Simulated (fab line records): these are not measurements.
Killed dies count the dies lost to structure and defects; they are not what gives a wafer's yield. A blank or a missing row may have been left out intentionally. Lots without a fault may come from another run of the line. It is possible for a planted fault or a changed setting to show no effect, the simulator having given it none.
Matching of chambers + flow nand_harc + NHARC_P_GATE_DEP_103 on pecvd-02: 3 sister chambers
The step deposits SiON, target thk 30 nm. 6 wafers are shown with their chamber, then 8 later ones without.

WAFERS, EACH WITH ITS CHAMBER
| wafer  | chamber | heater_power_w (W) |
|--------|---------|--------------------|
| L431.5 | 2       | 821                |
| L441.6 | 0       | 592                |
| L443.2 | 1       | 752                |
| L443.3 | 2       | 708                |
| L443.6 | 0       | 649                |
| L442.3 | 1       | 783                |

WAFERS MISSING THEIR CHAMBER
| wafer  | heater_power_w (W) |
|--------|--------------------|
| L442.5 | 673                |
| L442.6 | 785                |
| L445.2 | 787                |
| L445.3 | 770                |
| L445.6 | 751                |
| L447.2 | 677                |
| L447.3 | 737                |
| L447.6 | 811                |

CHAMBER TAKEN BY EACH
| wafer  | from the rows above          | in truth |
|--------|------------------------------|----------|
| L442.5 | can't be placed: 0 or 2 or 1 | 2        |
| L442.6 | can't be placed: 1 or 2      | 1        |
| L445.2 | can't be placed: 1 or 2      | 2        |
| L445.3 | can't be placed: 1 or 2      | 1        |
| L445.6 | can't be placed: 2 or 1      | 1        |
| L447.2 | can't be placed: 0 or 2 or 1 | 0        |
| L447.3 | can't be placed: 2 or 1 or 0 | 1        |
| L447.6 | can't be placed: 1 or 2      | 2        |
Correct placement for 0 of the 8. From these rows, 8 cannot be placed; in 8 the true chamber is one of the candidates. 0 placed wrongly.
How it was worked out, from the rows above alone: a wafer's distance from a chamber is the root of the sum, over the readings, of the square of ((its reading less the chamber's mean) divided by the reading's scatter). The wafer belongs to the nearest chamber; if the next one is less than 2 further off, it can't be placed. Each chamber's mean is taken over the wafers shown for it. The scatter: take each reading less its chamber's mean, square it, sum over the shown wafers, divide by the number of wafers less the number of chambers, and take the root.
